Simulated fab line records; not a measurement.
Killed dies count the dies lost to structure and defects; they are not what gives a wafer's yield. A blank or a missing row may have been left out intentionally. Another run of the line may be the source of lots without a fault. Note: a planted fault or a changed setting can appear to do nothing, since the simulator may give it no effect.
A struck lot beside a sound one -- flow nandHarc -- 40 steps out of a route of 1302
Sound: these wafers, L403.2, L403.3, L403.4. Struck: wafer L412.5 (left out: L412.1, L412.6 of the same lot, which were not struck); the cause appears at the end.
For every step that has rows: the tool of each side, followed by ch and its chambers, followed by its first start. Under that, the readings that differ: sound wafers -- struck wafers -- difference of the means -- sigmas: that difference in standard deviations of wafers without a fault.
alike: a reading whose means differ by less than 2 such deviations, as well as words and numbers matching on both sides. not compared: withheld readings; readings where some wafer has no value; bounds like >300 that might hide an equal value; numbers whose values overlap and for which the record gives no deviation.
The two part at a step that has a row with sigmas, a row that says differs or no value, or rows on one side only. Non-overlapping numbers with no deviation appear without sigmas and do not part them. Lack of a reading on every wafer of one side parts them only where that side has two or more wafers.

first, 1 step without rows for these wafers: NHARC_P_M1_DEVELOP_08 (develop time 35 s).
NHARC_P_M1_CD_MEAS_09: the cd target is 130 nm.
  sound on cdSem-02 ch 0, day 10 08:02; struck on cdSem-02 ch 0, day 13 20:19
  alike: cdNm
NHARC_P_M1_OVL_MEAS_10: pitch 260 nm.
  struck on overlay-02, day 13 20:24; sound on overlay-02, day 10 08:08
  alike: overlayXNm, overlayYNm
NHARC_P_M1_INSPECT_11:
  struck on defectInspect-02, day 13 20:26; sound on defectInspect-01, day 10 08:10
  alike: rawDefectCount
then, 3 steps without rows for these wafers: NHARC_P_M1_DESCUM_14 (chemistry O2, time 3 s); NHARC_P_M1_ETCH_35 (etches the open film in N2/H2, target depth 40 nm, overetch 12 nm, time 43.94 s); NHARC_P_M1_ETCH_15 (etches the open film in C4F8/Ar, target depth 182.5 nm, time 91.2 s).
NHARC_P_M1_CD_MEAS_16:
  struck on cdSem-02, day 13 20:48; sound on cdSem-02, day 10 08:32
  alike: cdNm
then, 1 step without rows for these wafers: NHARC_P_M1_STRIP_18 (strips in N2/H2).
NHARC_P_M1_ETCH_28: etches the open film in CF4/N2, target depth 30 nm, time 72.99 s.
  sound: rieDiel-09 ch 1,2,3; struck: rieDiel-01 ch 2
  alike: cf4FlowSccm, drypumpMotorCurrentA, oesProductAu, rfVppV, showerheadPlenumPTorr, throttleValvePct
  not compared: rfHoursCounterH
then, 1 step without rows for these wafers: NHARC_P_M1_STRIP_19 (strips in post etch residue remover, time 600 s).
NHARC_P_M1_DEGAS_29: time 60 s.
  struck on pvdSputter-02, day 13 21:32; sound on pvdSputter-02, day 10 09:14
  alike: heaterPowerW
NHARC_P_M1_PRE_CLEAN_30: time 30 s.
  struck on pvdSputter-02, day 13 21:35; sound on pvdSputter-02, day 10 09:18
  alike: heaterPowerW
then, 3 steps without rows for these wafers: NHARC_P_M1_PVD_20 (deposits TaN, target thk 5 nm, time 8.06 s); NHARC_P_M1_PVD_21 (deposits Cu, target thk 30 nm, time 20.49 s); NHARC_P_M1_ECD_22 (material Cu, target thk 400 nm).
NHARC_P_M1_ANNEAL_31: time 90 s.
  sound on rtpAnneal-01 ch 0, day 10 10:02; struck on rtpAnneal-02 ch 0, day 13 22:16
  alike: annealTempC, wafer_temp_C_max
then, 1 step without rows for these wafers: NHARC_P_M1_CMP_23 (polishes, t overpolish 20 s, target thk 157.82 nm).
NHARC_P_M1_THK_MEAS_24: measures by xrf.
  struck on filmMetro-01, day 13 22:55; sound on filmMetro-01, day 10 10:38
reading,sound,struck,difference,sigmas
thkNm (nm),155.1 157.5 155.2,159.7,+3.8,+3
next, for these wafers, 1 step has no rows: NHARC_P_M1_SRD_25.
NHARC_P_M1_PRE_CLEAN_32: time 12 s.
  sound on pecvd-01 ch 0,1, day 10 10:52; struck on pecvd-02 ch 2, day 13 23:10
  alike: heaterPowerW
then, 11 steps without rows for these wafers: NHARC_P_M1_DEP_33 (deposits SiCN, target thk 30 nm); NHARC_P_M2_DEP_00 (deposits SiOC, target thk 182.5 nm); NHARC_P_M2_DEHYDRATE_01 (time 120 s); NHARC_P_M2_HMDS_02 (time 30 s); NHARC_P_M2_COAT_34 (time 65 s); NHARC_P_M2_COAT_03 (resist thk 90 nm); NHARC_P_M2_SOFTBAKE_04 (time 55 s); NHARC_P_M2_EBR_05; NHARC_P_M2_EXPOSE_06 (exposes mask P M2, target cd 170 nm); NHARC_P_M2_PEB_07 (peb time 65 s); NHARC_P_M2_DEVELOP_08 (develop time 35 s).
NHARC_P_M2_CD_MEAS_09: the cd target is 170 nm.
  sound on cdSem-02 ch 0, day 10 12:10; struck on cdSem-01 ch 0, day 14 00:28
  alike: cdNm
NHARC_P_M2_OVL_MEAS_10: pitch 340 nm.
  struck on overlay-02, day 14 00:34; sound on overlay-02, day 10 12:15
  alike: overlayXNm, overlayYNm
NHARC_P_M2_DESCUM_14: chemistry O2, time 3 s.
  sound on rieDiel-05 ch 1,2,3, day 10 12:21; struck on rieDiel-07 ch 2, day 14 00:40
  alike: drypumpMotorCurrentA, oesProductAu, rfVppV, showerheadPlenumPTorr, throttleValvePct
  not compared: rfHoursCounterH
then, 2 steps without rows for these wafers: NHARC_P_M2_ETCH_35 (etches the open film in N2/H2, target depth 40 nm, overetch 12 nm, time 43.94 s); NHARC_P_M2_ETCH_15 (etches the open film in C4F8/Ar, target depth 182.5 nm, time 91.2 s).
NHARC_P_M2_CD_MEAS_16:
  struck on cdSem-02, day 14 00:58; sound on cdSem-03, day 10 12:39
  alike: cdNm
then, 1 step without rows for these wafers: NHARC_P_M2_STRIP_18 (strips in N2/H2).
-- jump in the record: it breaks off in module P_M2 and resumes in module END (first step shown: number 1302 of the route), and 19 days separate the struck wafers' starts before and after --
NHARC_END_SORT_01:
  at this point the record logs the struck wafers (prober-01 ch 0, day 32 20:58) and has no rows for the sound ones

WHERE THEY PART
Last at NHARC_END_SORT_01 as far as this record goes, first at NHARC_P_M1_THK_MEAS_24.

WHY: whatever the simulator had introduced
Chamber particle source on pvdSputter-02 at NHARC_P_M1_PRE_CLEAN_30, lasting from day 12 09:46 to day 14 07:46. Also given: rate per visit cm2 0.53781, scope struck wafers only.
